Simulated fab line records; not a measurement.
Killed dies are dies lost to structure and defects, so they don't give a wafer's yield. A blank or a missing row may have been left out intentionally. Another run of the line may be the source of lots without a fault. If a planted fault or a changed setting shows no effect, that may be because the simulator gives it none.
Matching of chambers | flow n5_finfet | N5_FIN_SAQP_ALD_61 on ald_sin-03: 4 sister chambers
The step deposits SiO2, target thk 4 nm, pulse time 1 s, purge time 2 s. 14 wafers are shown with their chamber, then 7 later ones without.

## WAFERS, EACH WITH ITS CHAMBER
wafer  | chamber | heater_power_w (W) | precursor_pulse_height_rel | susceptor_temp_C (C)
L074.2 | 0       | 521                | 1.006                      | 299.96
L074.3 | 3       | 563                | 1.006                      | 299.97
L074.5 | 3       | 572                | 0.968                      | 299.83
L079.1 | 3       | 555                | 1.015                      | 300.07
L079.3 | 0       | 523                | 1.026                      | 300.16
L079.5 | 2       | 496                | 1.008                      | 299.82
L080.4 | 3       | 557                | 1.018                      | 300.04
L080.5 | 2       | 492                | 1.014                      | 300.19
L080.6 | 1       | 505                | 0.981                      | 300.00
L082.3 | 0       | 507                | 1.019                      | 299.96
L082.4 | 1       | 528                | 1.005                      | 299.86
L082.6 | 2       | 500                | 1.027                      | 300.36
L094.2 | 1       | 523                | 1.002                      | 300.11
L094.3 | 0       | 508                | 0.979                      | 299.86

SIGNATURES (averages over the wafers above)
reading                    | chamber 0 | chamber 1 | chamber 2 | chamber 3 | scatter within a chamber
heater_power_w             | 514.75    | 518.67    | 496.00    | 561.75    | 8.44
precursor_pulse_height_rel | 1.00750   | 0.99600   | 1.01633   | 1.00175   | 0.0185
susceptor_temp_C           | 299.9850  | 299.9900  | 300.1233  | 299.9775  | 0.163
Rule: a wafer lies at a distance from a chamber equal to the root of the sum of squares, over the readings, of (its reading less the chamber's mean, divided by the reading's scatter). If the next closest chamber is less than 2 further off than the closest, the wafer can't be placed; otherwise it belongs to the closest. How the scatter is found: for the shown wafers, subtract from each reading the mean of its chamber, square and add these, divide the total by (wafers less chambers), then take the root.

## WAFERS MISSING THEIR CHAMBER
wafer  | heater_power_w (W) | precursor_pulse_height_rel | susceptor_temp_C (C)
L094.4 | 581                | 1.017                      | 300.17
L095.3 | 522                | 0.988                      | 300.25
L095.5 | 566                | 1.006                      | 300.03
L095.6 | 511                | 0.990                      | 300.19
L096.3 | 504                | 1.004                      | 299.65
L096.4 | 527                | 1.003                      | 300.17
L096.5 | 524                | 0.986                      | 299.73

## WHICH CHAMBER EACH WENT THROUGH
wafer  | from the rows above          | in truth
L094.4 | 3                            | 3
L095.3 | can't be placed: 1 or 0 or 2 | 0
L095.5 | 3                            | 3
L095.6 | can't be placed: 1 or 0 or 2 | 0
L096.3 | can't be placed: 0 or 1 or 2 | 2
L096.4 | can't be placed: 1 or 0      | 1
L096.5 | can't be placed: 1 or 0      | 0
Placed correctly: 2 of 7. From these rows, 5 cannot be placed; in 5 the true chamber is one of the candidates. Wrongly placed: 0.
